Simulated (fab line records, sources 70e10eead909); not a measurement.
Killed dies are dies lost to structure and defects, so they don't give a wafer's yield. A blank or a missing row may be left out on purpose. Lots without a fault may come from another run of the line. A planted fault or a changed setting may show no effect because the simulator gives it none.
A struck lot beside a sound one | flow nand_harc | 14 steps out of a route of 1302
Sound: wafers L394.2, L394.4, L394.6. Struck: wafer L390.2. (L390.4 of the same lot was not struck and is left out.) The cause comes at the end.
At each step with rows: each side's tool, then ch and its chambers, then its first start. Under that, the readings that differ: sound wafers | struck wafers | difference of the means | sigmas: that difference in standard deviations of wafers without a fault.
alike: readings whose means differ by less than 2 such deviations, and words and numbers that are the same on both sides. not compared: withheld readings, readings that some wafer has no value for, bounds like >300 that may hide the same value, and numbers for which the record gives no deviation and whose values overlap.
The two part at a step that has a row with sigmas, a row that says differs or no value, or rows on one side only. Numbers that don't overlap but have no deviation are shown without sigmas and don't part them. A reading that every wafer of one side lacks parts them only if that side has two wafers or more.

NHARC_A_SLIT_ETCH_26: etches the open film in C4F8/O2/Ar, time 90 s, target depth 400 nm.
  sound on har_etch-02 ch 0,1, day 26 23:51; struck on har_etch-02 ch 1, day 24 08:44
  alike: chamber_pressure_mTorr, drypump_motor_current_A, showerhead_plenum_p_Torr, throttle_valve_pct
  not compared: rf_hours_counter_h
then, 1 step without rows for these wafers: NHARC_A_SLIT_STRIP_28 (strips in O2/COS).
NHARC_A_SLIT_ETCH_29: etches the open film in CF4/O2, target depth 100 nm, overetch 10 nm, time 55 s.
  sound on rie_diel-11 ch 2,3, day 27 00:44; struck on rie_diel-03 ch 3, day 24 09:38
  reading                | sound                | struck | difference | sigmas
  throttle_valve_pct (%) | 13.401 13.403 13.408 | 13.376 | -0.028     | -3
  alike: chamber_pressure_mTorr, drypump_motor_current_A, oes_product_au, rf_vpp_V, showerhead_plenum_p_Torr
  not compared: rf_hours_counter_h
NHARC_A_SLIT_STRIP_18: strips in O2.
  sound on rie_diel-11 ch 0,2,3; struck on rie_diel-03 ch 3
  alike: chamber_pressure_mTorr, drypump_motor_current_A, oes_product_au, rf_vpp_V, showerhead_plenum_p_Torr, throttle_valve_pct
  not compared: rf_hours_counter_h
then, 2 steps without rows for these wafers: NHARC_A_SLIT_PRECLEAN_19 (cleans in SC1); NHARC_A_SLIT_SRD_20.
NHARC_A_SLIT_CD_MEAS_21:
  sound on cd_sem-03, day 27 01:16; struck on cd_sem-02, day 24 10:10
  alike: cd_nm
then, 3 steps without rows for these wafers: NHARC_A_SIN_REMOVE_WET_00 (chemistry H3PO4, time 15300 s); NHARC_A_SIN_REMOVE_PRECLEAN_01 (cleans in SC1); NHARC_A_SIN_REMOVE_SRD_02.
NHARC_A_SIN_REMOVE_INSPECT_04:
  sound on defect_inspect-02, day 27 07:53; struck on defect_inspect-01, day 24 16:51
  alike: raw_defect_count
NHARC_A_WL_FILL_ALD_00: deposits Al2O3, target thk 3 nm, pulse time 3 s, ald cycles 30.
  sound on ald_hk-04 ch 1,2, day 27 07:57; struck on ald_hk-04 ch 3, day 24 16:56
  reading    | sound    | struck | difference | sigmas
  ald_cycles | 30 30 30 | 34     | +4         |
  alike: heater_power_w, precursor_pulse_height_rel
NHARC_A_WL_FILL_RTA_01: time 5 s.
  sound on rtp_anneal-01 ch 0, day 27 08:15; struck on rtp_anneal-01 ch 0, day 24 17:13
  alike: lamp_power_pct, wafer_temp_C_max
NHARC_END_SORT_01:
  the record has rows for the sound wafers here (prober-02 ch 0, day 31 11:26) and none for the struck ones

WHERE THEY PART
First at NHARC_A_SLIT_ETCH_29; last, within this record, at NHARC_END_SORT_01.

WHY: what the simulator had put in
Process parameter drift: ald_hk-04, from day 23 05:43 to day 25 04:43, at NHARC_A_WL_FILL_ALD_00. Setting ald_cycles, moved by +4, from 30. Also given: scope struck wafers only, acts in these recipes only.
